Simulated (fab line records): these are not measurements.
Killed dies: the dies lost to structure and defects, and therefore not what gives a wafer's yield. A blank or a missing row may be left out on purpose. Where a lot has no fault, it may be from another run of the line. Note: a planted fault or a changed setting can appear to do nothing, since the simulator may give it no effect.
A sampling plan put to the test + flow n5Finfet + one line in one fab, 20 faults in these records, each fault weighed on the records of the lots it struck
The plan is the line's own looks: the steps of the route at which a gauge or an inspection reads the wafer and doesn't change it. A look is open to judgement when struck wafers have a number at it and the file gives its usual mean and standard deviation on fault-free wafers. Caught: 4 or more of those standard deviations (sigma) separate the usual mean from the mean of the struck wafers at a look after the fault's first step. On the tool: the identical test, applied to the tool's own readings at the steps of the fault. If the struck wafers alone have a blank record, or they carry another recipe, that too counts as caught.

== THE FAULTS, as the simulator had put them in ==
1. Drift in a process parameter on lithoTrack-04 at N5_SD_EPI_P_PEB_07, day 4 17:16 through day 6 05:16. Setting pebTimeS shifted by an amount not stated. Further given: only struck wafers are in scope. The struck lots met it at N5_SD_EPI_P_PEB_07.
2. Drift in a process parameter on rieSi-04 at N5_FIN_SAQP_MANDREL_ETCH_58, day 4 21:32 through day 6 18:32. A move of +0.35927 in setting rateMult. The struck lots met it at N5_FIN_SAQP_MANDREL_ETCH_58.
3. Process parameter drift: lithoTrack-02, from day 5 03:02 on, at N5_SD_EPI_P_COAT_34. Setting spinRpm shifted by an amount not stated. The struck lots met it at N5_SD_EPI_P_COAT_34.
4. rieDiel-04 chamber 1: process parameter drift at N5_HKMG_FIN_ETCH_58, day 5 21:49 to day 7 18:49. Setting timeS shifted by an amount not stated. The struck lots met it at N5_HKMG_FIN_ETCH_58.
5. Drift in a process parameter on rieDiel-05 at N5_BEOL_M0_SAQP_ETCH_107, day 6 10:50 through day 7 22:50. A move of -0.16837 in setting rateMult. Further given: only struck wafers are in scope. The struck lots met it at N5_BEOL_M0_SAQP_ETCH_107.
6. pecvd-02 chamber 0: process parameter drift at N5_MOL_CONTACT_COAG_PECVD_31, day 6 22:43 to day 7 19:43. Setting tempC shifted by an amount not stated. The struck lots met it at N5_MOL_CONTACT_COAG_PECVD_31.
7. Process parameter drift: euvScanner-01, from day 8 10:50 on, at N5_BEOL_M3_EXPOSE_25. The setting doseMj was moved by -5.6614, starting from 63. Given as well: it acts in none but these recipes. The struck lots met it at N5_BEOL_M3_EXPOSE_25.
8. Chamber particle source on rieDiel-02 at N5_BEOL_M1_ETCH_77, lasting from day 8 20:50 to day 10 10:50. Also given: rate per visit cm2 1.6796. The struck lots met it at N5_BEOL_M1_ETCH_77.
9. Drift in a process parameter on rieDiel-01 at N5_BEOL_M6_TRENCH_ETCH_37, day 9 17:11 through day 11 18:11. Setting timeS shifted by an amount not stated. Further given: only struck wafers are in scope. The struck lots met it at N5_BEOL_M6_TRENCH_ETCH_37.
10. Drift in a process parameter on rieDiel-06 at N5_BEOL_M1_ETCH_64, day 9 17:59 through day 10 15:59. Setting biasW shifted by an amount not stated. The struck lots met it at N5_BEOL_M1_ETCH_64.
11. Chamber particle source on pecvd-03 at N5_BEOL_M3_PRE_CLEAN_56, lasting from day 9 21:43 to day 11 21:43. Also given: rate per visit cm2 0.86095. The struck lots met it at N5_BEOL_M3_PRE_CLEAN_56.
12. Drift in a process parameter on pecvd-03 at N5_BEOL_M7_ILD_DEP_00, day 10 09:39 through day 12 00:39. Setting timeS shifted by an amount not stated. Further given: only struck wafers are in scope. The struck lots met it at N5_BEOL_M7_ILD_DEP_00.
13. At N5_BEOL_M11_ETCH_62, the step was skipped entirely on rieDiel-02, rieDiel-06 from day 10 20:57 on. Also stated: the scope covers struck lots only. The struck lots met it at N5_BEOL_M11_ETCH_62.
14. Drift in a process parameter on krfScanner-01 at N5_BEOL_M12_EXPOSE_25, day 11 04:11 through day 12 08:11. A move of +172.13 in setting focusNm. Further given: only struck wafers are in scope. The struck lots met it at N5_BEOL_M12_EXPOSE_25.
15. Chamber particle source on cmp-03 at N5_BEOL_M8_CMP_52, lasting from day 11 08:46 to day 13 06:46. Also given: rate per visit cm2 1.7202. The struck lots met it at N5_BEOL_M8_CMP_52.
16. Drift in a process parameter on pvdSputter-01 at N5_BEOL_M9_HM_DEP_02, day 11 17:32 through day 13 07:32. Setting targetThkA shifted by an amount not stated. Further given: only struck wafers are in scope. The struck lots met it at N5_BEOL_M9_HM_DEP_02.
17. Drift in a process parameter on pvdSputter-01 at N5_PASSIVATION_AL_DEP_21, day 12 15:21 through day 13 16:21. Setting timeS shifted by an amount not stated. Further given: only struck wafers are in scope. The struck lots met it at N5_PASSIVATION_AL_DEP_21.
18. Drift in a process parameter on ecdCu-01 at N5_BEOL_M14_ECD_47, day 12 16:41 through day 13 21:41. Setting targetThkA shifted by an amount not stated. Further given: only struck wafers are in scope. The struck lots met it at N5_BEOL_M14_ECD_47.
19. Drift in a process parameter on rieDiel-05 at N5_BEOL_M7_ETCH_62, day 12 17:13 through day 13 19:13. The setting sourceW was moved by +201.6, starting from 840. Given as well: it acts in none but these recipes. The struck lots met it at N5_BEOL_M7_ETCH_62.
20. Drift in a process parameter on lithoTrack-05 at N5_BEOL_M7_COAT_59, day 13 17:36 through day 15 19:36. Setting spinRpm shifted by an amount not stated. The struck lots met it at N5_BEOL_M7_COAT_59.

== WHAT THE PLAN SAW ==
| fault | on the tool itself                               | first look that catches it                   | reading, sigma            | median hours from its first step to that look | hours from the fault's start to the first struck lot there | judged looks passed uncaught |
|-------|--------------------------------------------------|----------------------------------------------|---------------------------|-----------------------------------------------|------------------------------------------------------------|------------------------------|
| 1     | heaterPowerTotalW +15 sigma                      | N5_SD_EPI_P_CD_MEAS_09                       | cdNm -16                  | 0.1                                           | 6                                                          | 0                            |
| 2     | under 2 sigma                                    | not the one look that can be judged after it | -                         | -                                             | -                                                          | 1                            |
| 3     | spinSpeedRpm +99 or beyond sigma                 | no look after it can be judged               | -                         | -                                             | -                                                          | 0                            |
| 4     | runLengthS -99 or beyond sigma                   | N5_BEOL_M4_RC_MEAS_101                       | IOFF_N_LONG +99 or beyond | 91.5                                          | 97                                                         | 0                            |
| 5     | under 2 sigma                                    | not the one look that can be judged after it | -                         | -                                             | -                                                          | 1                            |
| 6     | susceptorTempC +87 sigma                         | N5_MOL_CONTACT_COAG_THK_MEAS_53              | VIA_MOL_THK -8.6          | 3.5                                           | 12                                                         | 1                            |
| 7     | exposureDoseMJCm2 -5.8 sigma                     | N5_BEOL_M3_CD_MEAS_28                        | cdNm -5.9                 | 0.1                                           | 2                                                          | 0                            |
| 8     | under 2 sigma                                    | not the one look that can be judged after it | -                         | -                                             | -                                                          | 1                            |
| 9     | runLengthS +11 sigma                             | N5_BEOL_M6_OCD_MEAS_38                       | trenchDepthNm +10         | 0.2                                           | 11                                                         | 0                            |
| 10    | biasW +74 sigma                                  | not the one look that can be judged after it | -                         | -                                             | -                                                          | 1                            |
| 11    | no reading that can be judged                    | N5_BEOL_M3_INSPECT_59                        | rawDefectCount +26        | 0.1                                           | 7                                                          | 1                            |
| 12    | under 2 sigma                                    | N5_BEOL_M7_THK_MEAS_01                       | M7_ILD_THK +45            | 0.6                                           | 11                                                         | 0                            |
| 13    | the tool's record is blank for the struck wafers | no look after it can be judged               | -                         | -                                             | -                                                          | 0                            |
| 14    | no reading that can be judged                    | N5_BEOL_M12_CD_MEAS_28                       | cdNm +6.6                 | 0.2                                           | 1                                                          | 0                            |
| 15    | under 2 sigma                                    | N5_BEOL_M8_INSPECT_58                        | rawDefectCount +43        | 0.4                                           | 7                                                          | 0                            |
| 16    | under 2 sigma                                    | not the one look that can be judged after it | -                         | -                                             | -                                                          | 1                            |
| 17    | under 2 sigma                                    | no look after it can be judged               | -                         | -                                             | -                                                          | 0                            |
| 18    | no reading that can be judged                    | N5_BEOL_M14_THK_MEAS_50                      | M14_THK -13               | 0.8                                           | 8                                                          | 0                            |
| 19    | rfFwdPowerW +74 sigma                            | no look after it can be judged               | -                         | -                                             | -                                                          | 0                            |
| 20    | spinSpeedRpm -99 or beyond sigma                 | no look after it can be judged               | -                         | -                                             | -                                                          | 0                            |
Dash: fault not caught, or number not given in these records.

Caught at a look: 10 of 20. Caught on the tool: 10 of 20. By one or the other: 15 of 20.
Caught on the tool alone: faults 3, 10, 13, 19, 20.
Caught at a look alone: faults 11, 12, 14, 15, 18.
Caught by neither: faults 2, 5, 8, 16, 17.

== THINNER SAMPLING ==
Were the look that catches a fault to measure just every second or every third lot (counted by lot number), the first struck lot would, at worst, be measured this late:
| fault | struck lots at that look, in order of time | every lot | every second lot | every third lot |
|-------|--------------------------------------------|-----------|------------------|-----------------|
| 1     | L511                                       | 6 h       | may miss it      | may miss it     |
| 4     | L409, L410, L412                           | 97 h      | 100 h            | may miss all 3  |
| 6     | L731                                       | 12 h      | may miss it      | may miss it     |
| 7     | L491, L492                                 | 2 h       | 8 h              | may miss all 2  |
| 9     | L733, L738                                 | 11 h      | 48 h             | may miss all 2  |
| 11    | L604, L605, L607                           | 7 h       | 16 h             | may miss all 3  |
| 12    | L672                                       | 11 h      | may miss it      | may miss it     |
| 14    | L864, L865                                 | 1 h       | 14 h             | may miss all 2  |
| 15    | L350, L349                                 | 7 h       | 8 h              | may miss all 2  |
| 18    | L415, L418                                 | 8 h       | 19 h             | may miss all 2  |
Hours count from the start of the fault until the first struck lot that is measured. The test against the limit of 4 sigma pooled every struck wafer, which means one lot taken alone may stay below that limit. Other struck lots may not be in these records.

== THE LONGEST TIMED WAY FROM STEP TO LOOK ==
In fault 4, a median of 91.5 hours elapses between N5_HKMG_FIN_ETCH_58 and N5_BEOL_M4_RC_MEAS_101. No look between them can be judged.
